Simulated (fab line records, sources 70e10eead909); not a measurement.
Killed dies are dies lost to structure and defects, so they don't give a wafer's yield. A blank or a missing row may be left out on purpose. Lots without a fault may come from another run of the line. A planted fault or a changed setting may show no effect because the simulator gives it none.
fab line records | flow nand_harc
record lots=6 wafers=18 last_day=33
route steps=1302 shown A_STAIRCASE@696 END@1302
lots that met no fault: from a run of the same line without faults
start_h: hours from the record's first day to the start of the lot's first wafer shown | wait_h: hours since the lot's step before | " the same as in the row above | L1.1+2: a row that stands for several wafers | - no value, or no start given | * or withheld: withheld | < > ~ a bound
route shown NAME@n: a module of which the file shows steps, and the number in the route of the first | usual: mean/standard deviation of fault-free wafers | same: alike in all rows | chamber/n: place in a boat | sites: the reading at each site | _std_site: their standard deviation | _edge_site: outer sites' mean less inner sites' | radius_mm: how far each site lies from the wafer's centre | mask NAME#n: copy n | behind: the tool/chamber that last shaped the wafer | hold: why the lot was held/for how many hours/how that ended | device: the transistor (n, p or np) that didn't switch | end of line: the same wafers' tests at the end of the route | a step without rows: its recipe alone | killed: dies lost to structure and defects at the first sort, not the wafer's yield | map: a wafer's dies, x killed, . not, _ none there
set.NAME: the setting as run; set.NAME@STEP: as run at that earlier step | model.NAME: the simulator's own value behind a step, which no gauge read
lots at some steps of the route; a table a step, a row a wafer
services: from which hour (start_h, from the record's first day; less than 0 if before it) a tool's chamber was out of use, for how many hours, and why
## steps
# step NHARC_A_STAIRCASE_PEB_182
# recipe peb_temp_c=115 peb_time_s=130
# step NHARC_A_STAIRCASE_DEVELOP_183
# recipe time_s=140
# step NHARC_A_STAIRCASE_HARDBAKE_185
# recipe temp_c=120 time_s=140
# step NHARC_A_STAIRCASE_DESCUM_186
# recipe time_s=3 o2_flow_sccm=200 ar_flow_sccm=0 bias_power_w=0 chemistry=O2
# step NHARC_A_STAIRCASE_TRIM_187
# recipe time_s=211.2 o2_flow_sccm=500 ar_flow_sccm=0 bias_w=0 chemistry=O2
# step NHARC_A_STAIRCASE_ETCH_188
# recipe target_depth_a=1000 time_s=40.5 ion_energy_ev=400 c4f8_flow_sccm=20 o2_flow_sccm=10 ar_flow_sccm=withheld rf_w=600 bias_w=1000 chemistry=C4F8/O2
# step NHARC_A_STAIRCASE_TRIM_189
# recipe time_s=211.2 o2_flow_sccm=500 ar_flow_sccm=0 bias_w=0 chemistry=O2
# usual drypump_motor_current_A=5.6/0.46 oes_product_au=1.001/0.0069 rf_vpp_V=57.8/0.87 showerhead_plenum_p_Torr=3.54/0.13 throttle_valve_pct=17.035/0.0092
# columns lot.wafer tool chamber start_h wait_h drypump_motor_current_A oes_product_au rf_hours_counter_h rf_vpp_V showerhead_plenum_p_Torr throttle_valve_pct
L335.3 rie_diel-10 3 - - 5.9 1.005 55 57.6 3.42 17.033
L335.2 " 1 " " 6.4 0.998 54 59.7 3.61 17.033
L335.5 " 2 " " 5.8 0.992 - 57.9 3.71 17.025
L343.2 rie_diel-10 2 - - 5.8 1.002 26 57.5 3.70 17.037
L343.6 " 2 " " 5.8 0.988 - 57.5 3.70 17.038
L343.5 " 3 " " 5.9 0.993 - 57.5 3.40 17.021
L346.3 rie_diel-05 0 - - 5.3 1.011 30 56.5 3.58 17.035
L346.4 " 1 " " 6.0 1.002 30 57.5 3.32 17.025
L346.6 " 3 " " 5.4 1.003 - 57.6 3.39 17.052
L345.2 rie_diel-10 1 - - 6.4 0.994 33 58.4 3.59 17.047
L345.4 " 2 " " 5.9 0.998 34 56.7 3.69 17.034
L345.6 " 0 " " 5.1 0.997 - 57.2 3.54 17.036
L349.2 rie_diel-05 0 - - 5.3 1.009 39 57.1 3.57 17.037
L349.3 " 2 " " 4.9 1.002 40 58.5 3.69 17.035
L349.5 " 1 " " 6.1 1.010 - 57.3 3.32 17.046
L351.2 rie_diel-05 3 - - 5.4 1.010 43 57.5 3.39 17.044
L351.4 " 2 " " 4.9 0.992 42 59.4 3.69 17.049
L351.5 " 3 " " 5.3 1.019 - 59.0 3.39 17.043
# step NHARC_A_STAIRCASE_ETCH_190
# recipe target_depth_a=1000 time_s=40.5 ion_energy_ev=400 c4f8_flow_sccm=20 o2_flow_sccm=10 ar_flow_sccm=withheld rf_w=600 bias_w=1000 chemistry=C4F8/O2
# step NHARC_A_STAIRCASE_TRIM_191
# recipe time_s=211.2 o2_flow_sccm=500 ar_flow_sccm=0 bias_w=0 chemistry=O2
# step NHARC_A_STAIRCASE_ETCH_192
# recipe target_depth_a=1000 time_s=40.5 ion_energy_ev=400 c4f8_flow_sccm=20 o2_flow_sccm=10 ar_flow_sccm=withheld rf_w=600 bias_w=1000 chemistry=C4F8/O2
# usual oes_product_au=0.943/0.0092 rf_vpp_V=896/4.9
# columns lot.wafer tool chamber start_h wait_h oes_product_au rf_hours_counter_h rf_vpp_V
L335.3 rie_diel-10 3 - - 0.949 56 893
L335.2 " 0 " " 0.946 50 896
L335.5 " 0 " " 0.949 - 897
L343.2 rie_diel-10 1 - - 0.942 27 899
L343.5 " 0 " " 0.959 - 897
L343.6 " 1 " " 0.945 - 897
L346.4 rie_diel-05 0 - - 0.965 31 899
L346.3 " 1 " " 0.944 30 889
L346.6 " 2 " " 0.944 - 902
L345.4 rie_diel-10 0 - - 0.930 29 898
L345.2 " 1 " " 0.950 33 898
L345.6 " 1 " " 0.949 - 898
L349.2 rie_diel-05 3 - - 0.938 41 891
L349.3 " 0 " " 0.928 39 897
L349.5 " 3 " " 0.933 - 893
L351.2 rie_diel-05 2 - - 0.926 42 902
L351.4 " 1 " " 0.947 40 888
L351.5 " 2 " " 0.930 - 900
# step NHARC_A_STAIRCASE_TRIM_193
# recipe time_s=211.2 o2_flow_sccm=500 ar_flow_sccm=0 bias_w=0 chemistry=O2
# step NHARC_A_STAIRCASE_ETCH_194
# recipe target_depth_a=1000 time_s=40.5 ion_energy_ev=400 c4f8_flow_sccm=20 o2_flow_sccm=10 ar_flow_sccm=withheld rf_w=600 bias_w=1000 chemistry=C4F8/O2
# usual oes_product_au=0.943/0.0091 rf_vpp_V=896/4.8
# columns lot.wafer tool chamber start_h wait_h oes_product_au rf_hours_counter_h rf_vpp_V
L335.2 rie_diel-10 3 416.70 - 0.944 56 892
L335.3 " 0 " " 0.967 50 897
L335.5 " 0 " " 0.952 - 897
L343.2 rie_diel-10 3 506.54 - 0.940 26 889
L343.5 " 1 " " 0.946 - 897
L343.6 " 2 " " 0.942 - 902
L346.4 rie_diel-05 2 527.59 - 0.931 32 904
L346.3 " 3 " " 0.952 32 891
L346.6 " 1 " " 0.949 - 889
L345.4 rie_diel-10 2 527.90 - 0.934 34 902
L345.2 " 0 " " 0.929 29 896
L345.6 " 2 " " 0.945 - 901
L349.3 rie_diel-05 2 562.00 - 0.930 41 902
L349.2 " 1 " " 0.931 38 889
L349.5 " 2 " " 0.922 - 902
L351.2 rie_diel-05 3 565.13 - 0.946 43 891
L351.4 " 1 " " 0.934 40 889
L351.5 " 3 " " 0.955 - 890
# step NHARC_A_STAIRCASE_TRIM_196
# recipe time_s=211.2 o2_flow_sccm=500 ar_flow_sccm=0 bias_w=0 chemistry=O2
# step NHARC_A_STAIRCASE_ETCH_197
# recipe target_depth_a=1000 time_s=40.5 ion_energy_ev=400 c4f8_flow_sccm=20 o2_flow_sccm=10 ar_flow_sccm=withheld rf_w=600 bias_w=1000 chemistry=C4F8/O2
# step NHARC_A_STAIRCASE_TRIM_198
# recipe time_s=211.2 o2_flow_sccm=500 ar_flow_sccm=0 bias_w=0 chemistry=O2
# usual drypump_motor_current_A=5.6/0.46 oes_product_au=1.004/0.0073 rf_vpp_V=57.8/0.9 showerhead_plenum_p_Torr=3.56/0.13 throttle_valve_pct=17.037/0.0087
# columns lot.wafer tool chamber start_h wait_h drypump_motor_current_A oes_product_au rf_hours_counter_h rf_vpp_V showerhead_plenum_p_Torr throttle_valve_pct
L335.3 rie_diel-05 0 - - 5.3 0.994 0 57.5 3.59 17.031
L335.2 " 3 " " 5.3 1.006 0 59.0 3.41 17.037
L335.5 " 1 " " 6.1 1.000 - 56.6 3.34 17.027
L343.2 rie_diel-01 3 - - 5.9 1.008 41 56.8 3.57 17.038
L343.5 " 1 " " 6.1 0.991 - 57.8 3.72 17.035
L343.6 " 2 " " 5.5 1.009 - 59.1 3.54 17.039
L346.4 rie_diel-05 1 - - 6.1 1.001 30 57.8 3.32 17.030
L346.3 " 0 " " 5.3 1.004 31 57.7 3.58 17.028
L346.6 " 1 " " 6.1 1.010 - 57.7 3.32 17.028
L345.2 rie_diel-01 1 - - 6.2 1.005 46 58.4 3.72 17.033
L345.4 " 0 " " 5.5 1.005 43 58.7 3.57 17.041
L345.6 " 1 " " 6.1 1.017 - 58.0 3.72 17.038
L349.3 rie_diel-05 0 - - 5.3 0.998 40 57.8 3.57 17.021
L349.2 " 3 " " 5.3 1.007 42 58.4 3.39 17.055
L349.5 " 1 " " 6.1 1.001 - 56.0 3.31 17.038
L351.4 rie_diel-10 0 - - 5.0 1.003 43 56.8 3.54 17.037
L351.2 " 2 " " 5.8 1.010 49 58.6 3.68 17.036
L351.5 " 0 " " 5.1 1.017 - 56.6 3.54 17.016
# step NHARC_A_STAIRCASE_ETCH_199
# recipe target_depth_a=1000 time_s=40.5 ion_energy_ev=400 c4f8_flow_sccm=20 o2_flow_sccm=10 ar_flow_sccm=withheld rf_w=600 bias_w=1000 chemistry=C4F8/O2
# step NHARC_A_STAIRCASE_TRIM_200
# recipe time_s=211.2 o2_flow_sccm=500 ar_flow_sccm=0 bias_w=0 chemistry=O2
# step NHARC_A_STAIRCASE_ETCH_201
# recipe target_depth_a=1000 time_s=40.5 ion_energy_ev=400 c4f8_flow_sccm=20 o2_flow_sccm=10 ar_flow_sccm=withheld rf_w=600 bias_w=1000 chemistry=C4F8/O2
# step NHARC_A_STAIRCASE_TRIM_202
# recipe time_s=211.2 o2_flow_sccm=500 ar_flow_sccm=0 bias_w=0 chemistry=O2
# usual drypump_motor_current_A=5.6/0.44 oes_product_au=1.003/0.0073 rf_vpp_V=57.8/0.83 showerhead_plenum_p_Torr=3.55/0.12 throttle_valve_pct=17.035/0.0098
# columns lot.wafer tool chamber start_h wait_h drypump_motor_current_A oes_product_au rf_hours_counter_h rf_vpp_V showerhead_plenum_p_Torr throttle_valve_pct
L335.3 rie_diel-05 1 - - 6.1 1.007 1 56.5 3.33 17.043
L335.2 " 3 " " 5.3 1.002 1 57.3 3.41 17.038
L335.5 " 1 " " 6.1 1.013 - 56.5 3.33 17.024
L343.2 rie_diel-01 2 - - 5.5 1.011 42 59.2 3.54 17.037
L343.6 " 1 " " 6.2 1.007 - 57.3 3.72 17.038
L343.5 " 2 " " 5.5 1.005 - 58.2 3.54 17.034
L346.4 rie_diel-05 2 - - 4.9 0.999 32 58.9 3.69 17.018
L346.3 " 3 " " 5.3 1.009 33 58.5 3.39 17.035
L346.6 " 0 " " 5.3 1.003 - 59.2 3.58 17.022
L345.4 rie_diel-01 1 - - 6.1 0.993 46 57.9 3.72 17.028
L345.2 " 2 " " 5.5 0.996 49 57.2 3.53 17.047
L345.6 " 1 " " 6.1 1.002 - 56.7 3.72 17.059
L349.2 rie_diel-05 0 - - 5.3 1.010 40 58.9 3.57 17.046
L349.3 " 3 " " 5.4 0.999 42 58.5 3.39 17.031
L349.5 " 0 " " 5.3 0.993 - 56.5 3.57 17.043
L351.2 rie_diel-10 2 - - 5.8 1.006 49 58.2 3.68 17.040
L351.4 " 3 " " 5.9 1.009 52 56.3 3.39 17.044
L351.5 " 3 " " 5.9 1.007 - 57.3 3.39 17.027
# step NHARC_A_STAIRCASE_ETCH_203
# recipe target_depth_a=1000 time_s=40.5 ion_energy_ev=400 c4f8_flow_sccm=20 o2_flow_sccm=10 ar_flow_sccm=withheld rf_w=600 bias_w=1000 chemistry=C4F8/O2
# step NHARC_A_STAIRCASE_STRIP_205
# recipe power_w=1500 temp_c=250 chemistry=O2
# step NHARC_A_STAIRCASE_STRIP_206
# recipe time_s=900 temp_c=130 chemistry=SPM
# step NHARC_A_STAIRCASE_PRECLEAN_207
# recipe time_s=* temp_c=50 bath_age_min=0 chemistry=SC1
# step NHARC_A_STAIRCASE_SRD_208
# step NHARC_A_STAIRCASE_DEHYDRATE_209
# recipe temp_c=150 time_s=120
# step NHARC_A_STAIRCASE_HMDS_210
# recipe time_s=30
# step NHARC_A_STAIRCASE_COAT_211
# recipe spin_rpm=1200
# step NHARC_A_STAIRCASE_SOFTBAKE_212
# recipe temp_c=135 time_s=170
# step NHARC_A_STAIRCASE_EBR_213
# step NHARC_A_STAIRCASE_EXPOSE_214
# recipe na=0.5 dose_mj=31.26 mask_id=STAIR_3
# step NHARC_A_STAIRCASE_PEB_215
# recipe peb_temp_c=115 peb_time_s=130
# step NHARC_A_STAIRCASE_DEVELOP_216
# recipe time_s=140
# step NHARC_A_STAIRCASE_HARDBAKE_218
# recipe temp_c=120 time_s=140
# step NHARC_A_STAIRCASE_DESCUM_219
# recipe time_s=3 o2_flow_sccm=200 ar_flow_sccm=0 bias_power_w=0 chemistry=O2
# step NHARC_A_STAIRCASE_TRIM_220
# recipe time_s=211.2 o2_flow_sccm=500 ar_flow_sccm=0 bias_w=0 chemistry=O2
# step NHARC_A_STAIRCASE_ETCH_221
# recipe target_depth_a=1000 time_s=40.5 ion_energy_ev=400 c4f8_flow_sccm=20 o2_flow_sccm=10 ar_flow_sccm=withheld rf_w=600 bias_w=1000 chemistry=C4F8/O2
# usual oes_product_au=0.945/0.013 rf_vpp_V=897/4.9
# columns lot.wafer tool chamber start_h wait_h oes_product_au rf_hours_counter_h rf_vpp_V
L335.2 rie_diel-05 1 - - 0.948 1 889
L335.3 " 3 " " 0.945 1 890
L335.5 " 1 " " 0.952 - 887
L343.2 rie_diel-05 3 - - 0.976 29 891
L343.6 " 2 " " 0.928 - 900
L343.5 " 3 " " 0.968 - 892
L346.3 rie_diel-10 3 - - 0.946 35 892
L346.4 " 0 " " 0.974 30 898
L346.6 " 0 " " 0.962 - 898
L345.2 rie_diel-01 0 - - 0.938 43 896
L345.4 " 1 " " 0.931 47 903
L345.6 " 2 " " 0.948 - 894
L349.3 rie_diel-05 3 - - 0.941 43 892
L349.2 " 1 " " 0.967 40 888
L349.5 " 3 " " 0.946 - 893
L351.2 rie_diel-05 1 - - 0.942 41 888
L351.4 " 3 " " 0.971 44 889
L351.5 " 2 " " 0.949 - 900
# step NHARC_A_STAIRCASE_TRIM_222
# recipe time_s=211.2 o2_flow_sccm=500 ar_flow_sccm=0 bias_w=0 chemistry=O2
# step NHARC_A_STAIRCASE_ETCH_223
# recipe target_depth_a=1000 time_s=40.5 ion_energy_ev=400 c4f8_flow_sccm=20 o2_flow_sccm=10 ar_flow_sccm=withheld rf_w=600 bias_w=1000 chemistry=C4F8/O2
# step NHARC_END_SORT_01
# recipe temp_c=25
# usual killed_at_array=46/15 killed_at_other=0.8/1.1 killed_at_periphery=4.0/2.9 killed_dies=50/15 killed_open=3.2/1.8 killed_short=2.3/1.6
# same gross_dies=677
# columns lot.wafer tool chamber start_h wait_h killed_at_array killed_at_other killed_at_periphery killed_dies killed_open killed_short
L343.2 prober-01 0 714.17 2.8 141 0 1 142 2 3
L343.5 prober-01 0 716.60 3.7 173 2 1 176 2 0
L343.6 prober-01 0 717.41 4.1 158 0 2 160 2 1
L345.2 prober-01 0 742.00 2.8 147 0 0 147 2 4
L345.4 prober-01 0 743.61 3.4 127 0 3 130 5 3
L345.6 prober-01 0 745.22 4.0 122 1 5 128 6 3
# killed by level:class
L343.2 A_STAIRCASE:unspecified=60 A_CHANNEL_HOLE_D1:chamber_film_flake=27 A_SLIT:chamber_film_flake=23 A_CHANNEL_HOLE_D2:chamber_film_flake=16 A_CONTACT:chamber_film_flake=5 A_CHANNEL_FILL_D1:geometric_particle:open=2 A_WL_FILL:geometric_particle:short=2 A_ONON_D2:geometric_particle:short=1
L343.5 A_STAIRCASE:unspecified=94 A_SLIT:chamber_film_flake=26 A_CHANNEL_HOLE_D1:chamber_film_flake=26 A_CHANNEL_HOLE_D2:chamber_film_flake=20 A_STAIRCASE:chamber_film_flake=2 A_WL_FILL:chamber_film_flake=2 THIN_TSV:chamber_film_flake=2 P_M1:geometric_particle:open=1
L343.6 A_STAIRCASE:unspecified=71 A_CHANNEL_HOLE_D1:chamber_film_flake=29 A_CHANNEL_HOLE_D2:chamber_film_flake=23 A_SLIT:chamber_film_flake=21 A_CONTACT:chamber_film_flake=6 A_DECK1_JOINT:chamber_film_flake=2 A_STAIRCASE:chamber_film_flake=2 A_WL_FILL:chamber_film_flake=2
L345.2 A_STAIRCASE:unspecified=93 A_CHANNEL_HOLE_D2:chamber_film_flake=19 A_CHANNEL_HOLE_D1:chamber_film_flake=15 A_SLIT:chamber_film_flake=5 A_CHANNEL_FILL_D2:chamber_film_flake=4 A_CONTACT:chamber_film_flake=3 A_CHANNEL_FILL_D1:geometric_particle:open=2 A_CHANNEL_FILL_D1:geometric_particle:short=1
L345.4 A_STAIRCASE:unspecified=73 A_CHANNEL_HOLE_D1:chamber_film_flake=17 A_CHANNEL_HOLE_D2:chamber_film_flake=16 A_CONTACT:chamber_film_flake=7 A_SLIT:chamber_film_flake=5 P_M0:chamber_film_flake=2 P_M0:geometric_particle:open=1 A_ONON_D1:geometric_particle:open=1
L345.6 A_STAIRCASE:unspecified=65 A_CHANNEL_HOLE_D2:chamber_film_flake=22 A_CHANNEL_HOLE_D1:chamber_film_flake=16 A_CHANNEL_FILL_D2:chamber_film_flake=4 A_STAIRCASE:chamber_film_flake=4 A_CONTACT:chamber_film_flake=4 P_CONTACT:geometric_particle:open=3 A_SLIT:chamber_film_flake=3
# map L343.5 (x killed, . not)
____________.____________
_________.....x._________
_______..........._______
______.............______
_____..............._____
____.................____
____.................____
___.................xx___
___................xxx___
__............x...xx..x__
__...x..............xxx__
_..........x.x..x.xxxxxx_
_.........xx.x..x...xxxx_
_.........xxxxxxx..x..xx_
_........xxxxxxxx...x.xx_
_.........xxxxxxx..x...._
.........xxxxxxxxx.......
..........xxxxxxxx.......
.........xxxxxxxxx.......
.........xxxxxxxxx.......
.........xxxxxxxxx..x....
_........xxxxxxxx......._
_.........xxxx.xx..x...._
_..........xxx...x..x..._
_..........xxx.....x..xx_
_............x...x.xxxx._
__.............x..xx...__
__...........xx....x.xx__
___............x.....x___
___............x...xx.___
____..........xxx....____
____..........x.xx...____
_____.......x.xxx..._____
______..x...xxxxx..______
_______.x...x.xxxx_______
_________....xxx_________
____________x____________
# map L345.2 (x killed, . not)
____________.____________
_________......._________
_______...x......._______
______.............______
_____....xx..x......_____
____........x........____
____.......xxx.......____
___.....x.xxxxxx......___
___......xxxxxxx...x..___
__......xxxxxxxx...x.xx__
__.....xxxxxxxx.....x.x__
_.....xxxxxxxxxx........_
_.....xxxxxxxxxx........_
_.......xxxxxxx........._
_.......xxxxxxx....x...._
_.......xxxxxxx.....x..._
.........xxxxx.xx........
.........xxxx......x.....
.x.......xx..x...........
.........................
.........x...............
_....x.x............xx.._
_.....x................._
_..........x.....x....xx_
_....................xxx_
_..................x.xx._
__................x.xxx__
__..x................xx__
___................xxx___
___.x........x....x...___
____.................____
____.................____
_____....x..x......._____
______.....xx......______
_______.....x.xxx._______
_________.xxxxxx_________
____________x____________
## services
# columns tool chamber start_h hours kind
rie_diel-05 - 406.83 9.0 pm
rie_diel-05 0 406.83 9.0 vent_cycle
rie_diel-05 1 406.83 9.0 vent_cycle
rie_diel-05 2 406.83 9.0 vent_cycle
rie_diel-05 3 406.83 9.0 vent_cycle
rie_diel-05 0 415.83 - clean
rie_diel-05 1 415.83 - clean
rie_diel-05 1 415.83 - consumable_replace:esc
rie_diel-05 1 415.83 - consumable_replace:focus_ring
rie_diel-05 2 415.83 - clean
rie_diel-05 3 415.83 - clean
rie_diel-10 - 419.66 9.0 pm
rie_diel-05 - 425.45 2.7 repair
rie_diel-01 - 427.65 0.6 repair
rie_diel-05 0 440.41 - clean
rie_diel-05 1 440.41 - clean
rie_diel-05 2 440.41 - clean
rie_diel-05 3 440.41 - clean
rie_diel-05 0 464.95 - clean
rie_diel-05 1 464.95 - clean
rie_diel-05 2 464.95 - clean
rie_diel-05 3 464.95 - clean
rie_diel-05 0 489.45 - clean
rie_diel-01 - 558.64 9.0 pm
## key
first_sign step=NHARC_END_SORT_01 reading=killed_at_array direction=up sigmas=6.5 usual=46 struck=145
effect step=NHARC_END_SORT_01 reading=killed_dies direction=up sigmas=6.3 usual=50 struck=147
more_kills_born_at NHARC_A_STAIRCASE_ETCH_194@rie_diel-10=456
met_at NHARC_A_STAIRCASE_ETCH_194
struck_wafers L343.2,L343.5,L343.6,L345.2,L345.4,L345.6
tester_left_out L343,L345
onset_between 416.70 506.54
also_fits NHARC_A_STAIRCASE_TRIM_189:rie_diel-10,NHARC_A_STAIRCASE_ETCH_192:rie_diel-10,NHARC_A_STAIRCASE_TRIM_198:rie_diel-01,NHARC_A_STAIRCASE_TRIM_202:rie_diel-01
fault kind=chamber_particle_source tool=rie_diel-10 chamber=- onset_h=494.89 steps=NHARC_A_STAIRCASE_ETCH_194 rate_per_visit_cm2=1.0499 end_h=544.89
# tester_left_out: of these lots the tester's yield and bins aren't shown, on N5 and GAA mostly nor the transistor test; their killed dies are dies lost to structure and defects alone, not to doping, threshold or leakage, so they don't give the yield
